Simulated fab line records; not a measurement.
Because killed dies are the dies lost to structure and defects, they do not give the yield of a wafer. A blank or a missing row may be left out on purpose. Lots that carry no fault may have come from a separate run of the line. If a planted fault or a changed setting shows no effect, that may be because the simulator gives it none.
Chamber matching | flow nand-harc | cmp-01 running NHARC_P_BONDPAD_CMP_19: 4 sister chambers
The step polishes, t overpolish 30 s, cu recess touch 16 s, target thk 160.81 nm. 14 wafers are shown with their chamber, then 7 later ones without.

WAFERS, EACH WITH ITS CHAMBER
wafer  | chamber | motor-current-A (A) | overpolish-run-s (s)
L570.3 | 2       | 10.6                | 30.010
L570.4 | 3       | 12.5                | 30.003
L570.6 | 3       | 12.5                | 30.003
L572.2 | 1       | 15.2                | 30.002
L572.3 | 3       | 11.8                | 30.013
L572.4 | 2       | 10.7                | 30.018
L576.4 | 2       | 10.8                | 29.988
L576.5 | 1       | 15.4                | 29.987
L576.6 | 2       | 10.8                | 30.012
L580.1 | 0       | 12.2                | 29.993
L580.4 | 3       | 11.7                | 29.995
L580.5 | 3       | 11.6                | 29.996
L582.1 | 3       | 11.7                | 29.986
L582.3 | 2       | 10.2                | 29.990

SIGNATURES, as means of the wafers listed above
reading          | chamber 0 | chamber 1 | chamber 2 | chamber 3 | scatter within a chamber
motor-current-A  | 12.200    | 15.300    | 10.620    | 11.967    | 0.338
overpolish-run-s | 29.99300  | 29.99450  | 30.00360  | 29.99933  | 0.0113
Rule: a wafer lies at a distance from a chamber equal to the root of the sum of squares, over the readings, of (its reading less the chamber's mean, divided by the reading's scatter). If the next closest chamber is less than 2 further off than the closest, the wafer can't be placed; otherwise it belongs to the closest. How the scatter is found: for the shown wafers, subtract from each reading the mean of its chamber, square and add these, divide the total by (wafers less chambers), then take the root.

WAFERS WITH NO CHAMBER GIVEN
wafer  | motor-current-A (A) | overpolish-run-s (s)
L582.5 | 12.3                | 29.998
L585.4 | 12.3                | 29.999
L585.5 | 12.2                | 30.006
L585.6 | 14.6                | 29.995
L584.2 | 10.5                | 29.997
L584.3 | 11.9                | 29.991
L584.4 | 11.9                | 30.009

EACH ONE'S CHAMBER
wafer  | from the rows above     | in truth
L582.5 | can't be placed: 0 or 3 | 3
L585.4 | can't be placed: 0 or 3 | 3
L585.5 | can't be placed: 3 or 0 | 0
L585.6 | 1                       | 1
L584.2 | 2                       | 2
L584.3 | can't be placed: 3 or 0 | 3
L584.4 | can't be placed: 3 or 0 | 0
Correctly placed: 2 of 7. Unplaceable from these rows: 5, with the true chamber sitting among the candidates in 5. 0 placed wrongly.
